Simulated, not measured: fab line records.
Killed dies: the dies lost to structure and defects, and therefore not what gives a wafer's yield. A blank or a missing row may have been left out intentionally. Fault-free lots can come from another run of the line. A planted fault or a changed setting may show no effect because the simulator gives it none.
Which tool did it? + flow n5-finfet + 24 lots with 72 wafers sampled at 2 steps, on a route of 1938 steps

## WHAT THE GAUGES SHOWED, per wafer
N5_BEOL_M7_CD_MEAS_11: the cd target is 38.5 nm.
| lot  | measured     | on        | cd-nm (nm)     |
|------|--------------|-----------|----------------|
| L074 | day 9 09:52  | cd-sem-02 | 38.2 38.2 38.4 |
| L075 | day 9 10:25  | cd-sem-01 | 37.6 37.7 37.8 |
| L077 | day 9 13:47  | cd-sem-02 | 38.8 38.6 39.0 |
| L076 | day 9 17:47  | cd-sem-02 | 39.1 39.2 38.7 |
| L078 | day 10 06:47 | cd-sem-03 | 39.0 38.1 38.9 |
| L079 | day 10 07:04 | cd-sem-03 | 38.6 38.9 39.1 |
| L080 | day 10 14:25 | cd-sem-03 | 38.6 39.4 38.2 |
| L081 | day 10 20:11 | cd-sem-03 | 38.1 37.9 37.6 |
| L082 | day 11 14:07 | cd-sem-02 | 39.0 38.3 38.8 |
| L083 | day 11 18:43 | cd-sem-01 | 38.6 38.6 38.3 |
| L084 | day 11 18:52 | cd-sem-01 | 38.4 38.7 39.2 |
| L085 | day 12 06:32 | cd-sem-01 | 38.9 37.6 38.0 |
| L086 | day 12 10:35 | cd-sem-02 | 38.4 38.2 37.9 |
| L087 | day 12 16:19 | cd-sem-02 | 38.5 38.8 38.1 |
| L088 | day 12 16:35 | cd-sem-01 | 38.2 37.7 38.1 |
| L089 | day 12 16:40 | cd-sem-02 | 38.0 39.0 38.3 |
| L090 | day 13 12:52 | cd-sem-03 | 38.0 38.0 38.2 |
| L092 | day 13 18:43 | cd-sem-03 | 39.0 38.4 39.3 |
| L093 | day 13 19:01 | cd-sem-01 | 38.6 38.7 38.7 |
| L094 | day 14 06:29 | cd-sem-03 | 38.9 37.9 38.2 |
| L095 | day 14 14:46 | cd-sem-02 | 38.3 40.2 38.5 |
| L096 | day 14 15:00 | cd-sem-02 | 38.3 38.8 37.7 |
| L097 | day 14 21:28 | cd-sem-02 | 39.2 38.6 38.6 |
| L091 | day 15 11:46 | cd-sem-01 | 38.0 38.5 38.8 |

## WHICH TOOL RAN EACH LOT (tool, then ch and the chambers of the sampled wafers, then the start)
| lot  | N5_BEOL_M7_CURE_74            |
|------|-------------------------------|
| L074 | uv-cure-03 ch 1, day 9 08:04  |
| L075 | uv-cure-02 ch 0, day 9 09:11  |
| L077 | uv-cure-03 ch 1, day 9 11:27  |
| L076 | uv-cure-03 ch 2, day 9 15:38  |
| L078 | uv-cure-02 ch 1, day 10 04:38 |
| L079 | uv-cure-02 ch 1, day 10 04:58 |
| L080 | uv-cure-02 ch 0, day 10 13:23 |
| L081 | uv-cure-01 ch 2, day 10 18:45 |
| L082 | uv-cure-01 ch 2, day 11 10:46 |
| L083 | uv-cure-02 ch 2, day 11 16:02 |
| L084 | uv-cure-01 ch 0, day 11 16:29 |
| L085 | uv-cure-02 ch 1, day 12 04:42 |
| L086 | uv-cure-01 ch 0, day 12 08:25 |
| L087 | uv-cure-03 ch 0, day 12 13:48 |
| L088 | uv-cure-02 ch 0, day 12 14:07 |
| L089 | uv-cure-02 ch 1, day 12 14:45 |
| L090 | uv-cure-03 ch 0, day 13 10:25 |
| L092 | uv-cure-02 ch 0, day 13 16:12 |
| L093 | uv-cure-03 ch 0, day 13 17:25 |
| L094 | uv-cure-03 ch 2, day 14 04:25 |
| L095 | uv-cure-01 ch 1, day 14 11:47 |
| L096 | uv-cure-03 ch 2, day 14 13:40 |
| L097 | uv-cure-02 ch 2, day 14 19:47 |
| L091 | uv-cure-03 ch 1, day 15 10:24 |
- N5_BEOL_M7_CURE_74: cures SiCOH lowk, time 240 s.

## WHAT THE TOOLS THEMSELVES READ (means of the sampled wafers that have a number; where no wafer has one, the mark that the record gives instead)
N5_BEOL_M7_CURE_74.
| lot  | tool       | lamp-power-pct (%) | wafer_temp_C_max |
|------|------------|--------------------|------------------|
| L074 | uv-cure-03 | 52.31              | 386.1            |
| L075 | uv-cure-02 | 52.28              | 386.4            |
| L077 | uv-cure-03 | 52.32              | 386.3            |
| L076 | uv-cure-03 | 52.36              | 386.7            |
| L078 | uv-cure-02 | 52.32              | 386.0            |
| L079 | uv-cure-02 | 52.29              | 385.9            |
| L080 | uv-cure-02 | 52.29              | 386.7            |
| L081 | uv-cure-01 | 52.37              | 386.9            |
| L082 | uv-cure-01 | 52.31              | 386.8            |
| L083 | uv-cure-02 | 52.32              | 386.6            |
| L084 | uv-cure-01 | 52.32              | 386.9            |
| L085 | uv-cure-02 | 52.33              | 385.9            |
| L086 | uv-cure-01 | 52.33              | 387.5            |
| L087 | uv-cure-03 | 52.31              | 386.1            |
| L088 | uv-cure-02 | 52.32              | 386.5            |
| L089 | uv-cure-02 | 52.33              | 386.3            |
| L090 | uv-cure-03 | 52.28              | 386.2            |
| L092 | uv-cure-02 | 52.24              | 386.6            |
| L093 | uv-cure-03 | 52.26              | 386.2            |
| L094 | uv-cure-03 | 52.34              | 386.5            |
| L095 | uv-cure-01 | 52.28              | 386.7            |
| L096 | uv-cure-03 | 52.37              | 386.3            |
| L097 | uv-cure-02 | 52.29              | 387.2            |
| L091 | uv-cure-03 | 52.32              | 386.3            |

## THE ANSWER, worked out from the rows above alone
Rule: the usual values come from the lots themselves. The widest of any qualifying gaps counts: lots, ordered by their means at a reading, are off when they make up no more than a third of the lots, leave a main group of 4 or more, and stand apart from it by 3 or more times the standard deviation of that group's means. If all means in a main group match to the digits the tables above print for the reading, that group is not used. Also off: a lot with no number at a reading for which 4 or more lots have one. Any other lot the step has rows for is counted as sound. First the gauges in route order, then the tools' own readings, where a lot's mean is used as printed above. At the first step where some lot is off, the reading lying furthest off is the one used; lots without a number count as furthest.
No lot is off at any reading shown: from this, nothing can be told.

## WHAT THE SIMULATOR HAD PUT IN
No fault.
